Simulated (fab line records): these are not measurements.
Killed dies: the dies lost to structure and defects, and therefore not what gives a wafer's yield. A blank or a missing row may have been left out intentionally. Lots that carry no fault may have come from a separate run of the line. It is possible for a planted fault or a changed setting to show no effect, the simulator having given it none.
fab line records    flow nandHarc    part 2 of 2: steps 30 to 37 of 37
[record] lots = 5  wafers = 15  lastDay = 24
route steps=1159 shown P_BONDPAD@370 A_START@389 A_ZERO_WELL@390
lots that met no fault: taken from a fault-free run of the same line
startH: hours from the record's opening day to when the first of the lot's shown wafers began    waitH: time in hours since the lot's previous step    " unchanged from the row above    L1.1+2: a single row standing in for several wafers    - value missing, or start not given    * or withheld: withheld    < > ~ a bound
route shown NAME@n: names a module that has steps shown in the file, with the first one's number in the route    usual: mean/standard deviation taken from wafers without a fault    same: alike in all rows    chamber/n: place in a boat    sites: per-site readings    _std_site: their standard deviation    _edge_site: the outer-site mean with the inner-site mean subtracted    radiusMm: how far each site lies from the wafer's centre    mask NAME#n: copy n    behind: the most recent tool/chamber to have shaped the wafer    hold: cause of the lot's hold/its duration in hours/its outcome    device: the transistor (n, p or np) that didn't switch    end of line: at the end of the route, the tests of the same wafers    a step given without rows: its recipe and nothing more    killed: not the wafer's yield, but the dies lost to structure and defects at the first sort    map: a wafer's dies, marking killed ones x, the rest . and places with no die _
set.NAME: the setting that was run; set.NAME@STEP: the one run at that earlier step    model.NAME: the simulator's own value behind a step, which no gauge read
a table for each step, a row for each wafer; lots at some steps of the route
services: a tool's chamber out of use, with start hour (startH, from the record's first day; less than 0 if before it), hours out, and reason
[[steps]]
[step NHARC_A_ZERO_WELL_CD_MEAS_10]
[recipe] targetCdNm = 2000  landingEnergyEv = 500
[usual] cdNm = 1999.9/1.6
lot.wafer  tool      chamber  startH  waitH  cdNm
L078.3     cdSem-01  0        160.86  -      1998.6
L078.5     "         0        "       "      1999.7
L078.6     "         0        "       "      1997.6
L088.1     cdSem-01  0        212.90  -      2003.1
L088.4     "         0        "       "      2000.7
L088.5     "         0        "       "      2001.9
L087.2     cdSem-03  0        224.60  -      2001.0
L087.5     "         0        "       "      2000.1
L087.6     "         0        "       "      1999.9
L090.1     cdSem-01  0        231.68  -      1999.6
L090.2     "         0        "       "      1999.0
L090.3     "         0        "       "      1999.6
L093.2     cdSem-03  0        249.73  -      2001.2
L093.5     "         0        "       "      2001.8
L093.6     "         0        "       "      2003.0
[step NHARC_A_ZERO_WELL_HARDBAKE_11]
[recipe] tempC = 118  timeS = 65
[usual] heaterPowerTotalW = 195.7/0.36
lot.wafer  tool           chamber  startH  waitH  heaterPowerTotalW
L078.3     lithoTrack-02  0        160.94  -      195.6
L078.5     "              0        "       "      196.2
L078.6     "              0        "       "      195.4
L088.1     lithoTrack-07  0        212.98  -      195.5
L088.4     "              0        "       "      195.6
L088.5     "              0        "       "      195.8
L087.2     lithoTrack-02  0        224.68  -      196.2
L087.5     "              0        "       "      196.1
L087.6     "              0        "       "      195.2
L090.1     lithoTrack-02  0        231.76  -      195.3
L090.2     "              0        "       "      196.1
L090.3     "              0        "       "      195.2
L093.2     lithoTrack-05  0        249.81  -      196.1
L093.5     "              0        "       "      195.9
L093.6     "              0        "       "      195.7
[step NHARC_A_ZERO_WELL_DESCUM_12]
[recipe] timeS = 3  o2FlowSccm = 200  arFlowSccm = 0  biasPowerW = 0  chemistry = O2
[usual] drypumpMotorCurrentA = 5.8/0.39  oesProductAu = 1.002/0.01  rfVppV = 58.0/0.71  showerheadPlenumPTorr = 1.95/0.054  throttleValvePct = 11.310/0.0098
lot.wafer  tool        chamber  startH  waitH  drypumpMotorCurrentA  oesProductAu  rfHoursCounterH  rfVppV  showerheadPlenumPTorr  throttleValvePct
L078.3     rieDiel-03  1        161.03  -      5.8                   1.015         7                58.3    1.93                   11.315
L078.6     "           2        "       "      5.5                   1.002         -                57.9    2.03                   11.313
L078.5     "           3        "       "      5.5                   0.995         -                57.4    1.94                   11.312
L088.1     rieDiel-09  1        213.06  -      6.5                   0.995         13               57.4    1.96                   11.316
L088.4     "           0        "       "      6.0                   0.999         13               58.2    1.93                   11.327
L088.5     "           2        "       "      6.2                   1.000         -                58.0    1.96                   11.313
L087.2     rieDiel-05  3        224.76  -      6.0                   1.007         4                56.1    1.82                   11.307
L087.5     "           3        "       "      6.0                   1.004         -                57.0    1.82                   11.309
L087.6     "           0        "       "      5.0                   1.005         -                57.5    1.87                   11.318
L090.2     rieDiel-03  1        231.85  -      5.7                   1.011         0                59.1    1.93                   11.318
L090.3     "           2        "       "      5.5                   1.000         0                58.4    2.03                   11.304
L090.1     "           3        "       "      5.4                   1.003         0                58.8    1.93                   11.319
L093.2     rieDiel-03  2        249.91  -      5.5                   0.997         1                58.1    2.03                   11.309
L093.5     "           3        "       "      5.4                   0.987         -                58.1    1.93                   11.313
L093.6     "           0        "       "      6.1                   1.008         -                57.5    1.97                   11.312
[step NHARC_A_ZERO_WELL_ETCH_19]
[recipe] targetDepthA = 800  overetchA = 240  timeS = 87.88  ionEnergyEv = 200  n2FlowSccm = 150  h2FlowSccm = 150  arFlowSccm = 0  rfW = 400  biasW = 150  chemistry = N2/H2
[usual] drypumpMotorCurrentA = 5.7/0.38  oesProductAu = 1.000/0.0096  rfVppV = 431.5/1.9  showerheadPlenumPTorr = 2.08/0.06  throttleValvePct = 14.173/0.0099
lot.wafer  tool        chamber  startH  waitH  drypumpMotorCurrentA  oesProductAu  rfHoursCounterH  rfVppV  showerheadPlenumPTorr  throttleValvePct
L078.3     rieDiel-03  3        161.09  0.1    5.4                   0.992         7                432.0   2.06                   14.162
L078.5     "           3        "       "      5.4                   1.001         -                429.9   2.06                   14.160
L078.6     "           0        "       "      6.1                   1.004         -                431.7   2.11                   14.163
L088.1     rieDiel-09  0        213.14  0.1    6.0                   1.009         13               432.2   2.06                   14.180
L088.4     "           1        "       "      6.5                   0.994         13               432.1   2.09                   14.179
L088.5     "           1        "       "      6.5                   1.001         -                434.3   2.09                   14.162
L087.2     rieDiel-05  1        224.85  0.1    5.2                   1.003         4                428.5   1.99                   14.186
L087.5     "           0        "       "      5.0                   0.999         -                429.2   1.99                   14.173
L087.6     "           1        "       "      5.2                   1.004         -                428.4   1.99                   14.171
L090.3     rieDiel-03  3        231.93  0.1    5.4                   0.989         0                431.7   2.06                   14.166
L090.2     "           0        "       "      6.1                   1.001         0                430.4   2.10                   14.171
L090.1     "           1        "       "      5.7                   1.005         0                430.9   2.06                   14.175
L093.2     rieDiel-03  1        249.97  0.1    5.7                   1.003         1                430.2   2.06                   14.171
L093.5     "           1        "       "      5.7                   1.003         -                431.8   2.06                   14.184
L093.6     "           2        "       "      5.5                   0.990         -                435.4   2.17                   14.174
[step NHARC_A_ZERO_WELL_ETCH_13]
[recipe] targetDepthA = 1200  timeS = 40.1  hbrFlowSccm = 150  cl2FlowSccm = 50  rfW = 400  icpW = 400  biasW = 100  chemistry = HBr/Cl2
[usual] drypumpMotorCurrentA = 5.4/0.4  oesProductAu = 1.001/0.0088  throttleValvePct = 26.406/0.0089
lot.wafer  tool      chamber  startH  waitH  drypumpMotorCurrentA  oesProductAu  rfHoursCounterH  throttleValvePct
L078.3     rieSi-05  2        161.25  -      5.7                   0.998         0.6              26.417
L078.6     "         0        "       "      5.4                   0.987         -                26.405
L078.5     "         1        "       "      5.2                   1.011         -                26.393
L088.1     rieSi-01  0        213.29  -      5.4                   0.991         0.5              26.418
L088.4     "         1        "       "      5.0                   1.001         0.5              26.402
L088.5     "         2        "       "      5.5                   0.996         -                26.399
L087.2     rieSi-01  2        224.96  -      5.5                   1.000         0.6              26.387
L087.5     "         2        "       "      5.5                   1.002         -                26.392
L087.6     "         3        "       "      4.9                   1.007         -                26.397
L090.2     rieSi-02  3        232.04  -      5.4                   0.986         0.0              26.398
L090.1     "         0        "       "      6.6                   1.011         0.0              26.402
L090.3     "         2        "       "      5.9                   1.000         0.0              26.383
L093.2     rieSi-05  2        250.10  -      5.7                   1.012         0.0              26.412
L093.6     "         2        "       "      5.7                   1.014         -                26.395
L093.5     "         3        "       "      5.3                   0.987         -                26.415
[step NHARC_A_ZERO_WELL_STRIP_14]
[recipe] timeS = 900  tempC = 130  chemistry = SPM
[usual] bathGuardTempC = 130.0/0.43
lot.wafer  tool         chamber  startH  waitH  bathGuardTempC
L078.5     wetBench-03  0        161.39  -      129.8
L078.3     "            2        "       "      130.4
L078.6     "            4        "       "      129.6
L088.5     wetBench-05  4        213.41  -      129.5
L088.1     "            5        "       "      129.6
L088.4     "            0        "       "      130.4
L087.6     wetBench-05  4        225.11  -      129.9
L087.5     "            7        "       "      130.6
L087.2     "            1        "       "      129.8
L090.3     wetBench-09  4        232.20  -      129.8
L090.2     "            5        "       "      130.7
L090.1     "            7        "       "      130.1
L093.6     wetBench-03  4        250.27  -      129.5
L093.5     "            5        "       "      129.6
L093.2     "            7        "       "      129.6
[step NHARC_A_ZERO_WELL_IMPLANT_15]
[recipe] energyKev = 150  doseCm2 = 1e+13  tiltDeg = 7
lot.wafer   tool          chamber  startH  waitH
L078.3+5+6  implanter-02  0        161.85  0.1
L088.1+4+5  implanter-02  0        213.82  0.1
L087.2+5+6  implanter-02  0        225.55  0.1
L090.1+2+3  implanter-02  0        232.60  0.1
L093.2+5+6  implanter-01  0        250.75  0.1
[step NHARC_A_ZERO_WELL_PRECLEAN_22]
[recipe] timeS = 60  tempC = 50  bathAgeMin = 0  chemistry = SC1
[usual] bathGuardTempC = 50.0/0.45
lot.wafer  tool         chamber  startH  waitH  bathGuardTempC
L078.5     wetBench-09  0        162.02  0.1    50.3
L078.6     "            2        "       "      50.2
L078.3     "            3        "       "      50.4
L088.5     wetBench-05  1        214.03  0.1    49.7
L088.1     "            4        "       "      49.6
L088.4     "            5        "       "      50.0
L087.5     wetBench-03  7        225.74  0.1    49.9
L087.2     "            0        "       "      50.1
L087.6     "            2        "       "      50.4
L090.2     wetBench-03  5        232.82  0.2    49.5
L090.3     "            6        "       "      50.0
L090.1     "            7        "       "      49.9
L093.5     wetBench-09  1        250.93  0.1    49.3
L093.6     "            3        "       "      50.3
L093.2     "            5        "       "      50.3
[[services]]
tool           chamber  startH  hours  kind
rieDiel-08     2        133.37  22.1   repair
wetBench-03    -        146.40  8.0    pm
rieDiel-08     0        146.72  4.7    repair
rieDiel-02     -        150.73  9.0    pm
cmp-03         -        156.00  4.0    pm
pvdSputter-01  -        158.03  10.0   pm
rieDiel-05     -        158.67  1.0    repair
lithoTrack-02  -        165.00  7.0    pm
rieDiel-03     2        171.77  5.3    repair
pvdSputter-01  -        173.50  0.9    repair
rieDiel-07     3        178.24  7.3    repair
ecdCu-02       -        180.00  8.0    pm
lithoTrack-07  -        189.00  7.0    pm
pvdSputter-01  -        191.58  1.5    repair
wetBench-05    -        196.80  8.0    pm
krfScanner-01  -        205.39  2.0    repair
pvdSputter-02  -        214.02  10.0   pm
rieDiel-03     -        215.30  9.0    pm
rieDiel-02     2        221.94  4.6    repair
rieDiel-07     -        228.51  9.0    pm
wetBench-08    -        230.40  8.0    pm
lithoTrack-05  -        237.00  7.0    pm
wetBench-10    -        247.20  8.0    pm
rieDiel-02     2        250.08  5.1    repair
